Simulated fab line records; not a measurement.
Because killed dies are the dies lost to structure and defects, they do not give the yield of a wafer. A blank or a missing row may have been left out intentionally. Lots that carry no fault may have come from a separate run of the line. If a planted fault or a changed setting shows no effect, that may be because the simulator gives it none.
The tool behind it: which one? + flow nand_harc + 11 lots with 33 wafers sampled at 3 steps, on a route of 1159 steps

## WHAT THE GAUGES READ, wafer by wafer
NHARC_A_CHANNEL_HOLE_D1_INSPECT_40.
| lot  | measured     | on                | raw_defect_count |
|------|--------------|-------------------|------------------|
| L431 | day 9 08:39  | defect_inspect-01 | 86 92 58         |
| L430 | day 9 08:47  | defect_inspect-02 | 38 53 44         |
| L433 | day 9 12:56  | defect_inspect-02 | 36 37 35         |
| L434 | day 10 05:24 | defect_inspect-01 | 381 423 393      |
| L438 | day 10 21:14 | defect_inspect-02 | 382 349 415      |
| L440 | day 12 04:24 | defect_inspect-01 | 73 68 62         |
| L446 | day 12 12:52 | defect_inspect-02 | 73 68 45         |
| L448 | day 12 23:24 | defect_inspect-02 | 72 61 67         |
| L449 | day 13 07:25 | defect_inspect-02 | 75 57 95         |
| L451 | day 13 22:31 | defect_inspect-01 | 79 48 66         |
| L452 | day 14 19:08 | defect_inspect-01 | 44 48 62         |

## WHICH TOOL RAN EACH LOT (tool, then ch and the chambers of the sampled wafers, then the start)
| lot  | NHARC_A_CHANNEL_HOLE_D1_ETCH_39               | NHARC_A_CHANNEL_HOLE_D1_ETCH_21  |
|------|-----------------------------------------------|----------------------------------|
| L431 | rie_diel-10 ch 0,1,3, day 9 03:29 or earlier  | har_etch-01 ch 0,1, day 9 03:29  |
| L430 | rie_diel-06 ch 1,3, day 9 03:31 or earlier    | har_etch-02 ch 0,1, day 9 03:31  |
| L433 | rie_diel-10 ch 1,2,3, day 9 07:40 or earlier  | har_etch-02 ch 0,1, day 9 07:40  |
| L434 | rie_diel-10 ch 0,1,2, day 10 00:08 or earlier | har_etch-02 ch 0,1, day 10 00:08 |
| L438 | rie_diel-10 ch 1,2,3, day 10 15:49 or earlier | har_etch-02 ch 0, day 10 15:49   |
| L440 | rie_diel-10 ch 0,2, day 11 23:06 or earlier   | har_etch-01 ch 0,1, day 11 23:06 |
| L446 | rie_diel-02 ch 0,3, day 12 07:38 or earlier   | har_etch-01 ch 0,1, day 12 07:38 |
| L448 | rie_diel-10 ch 0,1,2, day 12 18:11 or earlier | har_etch-01 ch 0,1, day 12 18:11 |
| L449 | rie_diel-10 ch 0,1,3, day 13 01:58 or earlier | har_etch-01 ch 0,1, day 13 01:58 |
| L451 | rie_diel-02 ch 2,3, day 13 17:04 or earlier   | har_etch-02 ch 0,1, day 13 17:04 |
| L452 | rie_diel-10 ch 0,2,3, day 14 13:52 or earlier | har_etch-01 ch 0,1, day 14 13:52 |
- NHARC_A_CHANNEL_HOLE_D1_ETCH_39: etches the open film in N2/H2, target depth 260 nm, time 325 s.
- NHARC_A_CHANNEL_HOLE_D1_ETCH_21: etches the open film in C4F8/O2/Ar, time 514.3 s, target depth 1600 nm.

## THE ANSWER, worked out from the rows above alone
Rule: usual is defined by the lots themselves. The widest of any qualifying gaps counts: lots, ordered by their means at a reading, are off when they make up no more than a third of the lots, leave a main group of 4 or more, and stand apart from it by 3 or more times the standard deviation of that group's means. The tables above print the reading to a certain number of digits; a main group whose means all agree to those digits is not used. Also off: a lot with no number at a reading for which 4 or more lots have one. The other lots that the step has rows for count as sound.
Off: L434, L438, at NHARC_A_CHANNEL_HOLE_D1_INSPECT_40 (raw_defect_count). The main group: mean 61, standard deviation 13.
A tool fits if, at a process step before that reading, it ran every lot that is off, and no sound lot after the first of them. Those tools and the gauges at NHARC_A_CHANNEL_HOLE_D1_INSPECT_40 are tried in the same way. NHARC_A_CHANNEL_HOLE_D1_ETCH_39: start missing for some lots; hours and lot order therefore follow NHARC_A_CHANNEL_HOLE_D1_ETCH_21. No candidate that was tried fits.

## WHAT WAS PUT IN BY THE SIMULATOR
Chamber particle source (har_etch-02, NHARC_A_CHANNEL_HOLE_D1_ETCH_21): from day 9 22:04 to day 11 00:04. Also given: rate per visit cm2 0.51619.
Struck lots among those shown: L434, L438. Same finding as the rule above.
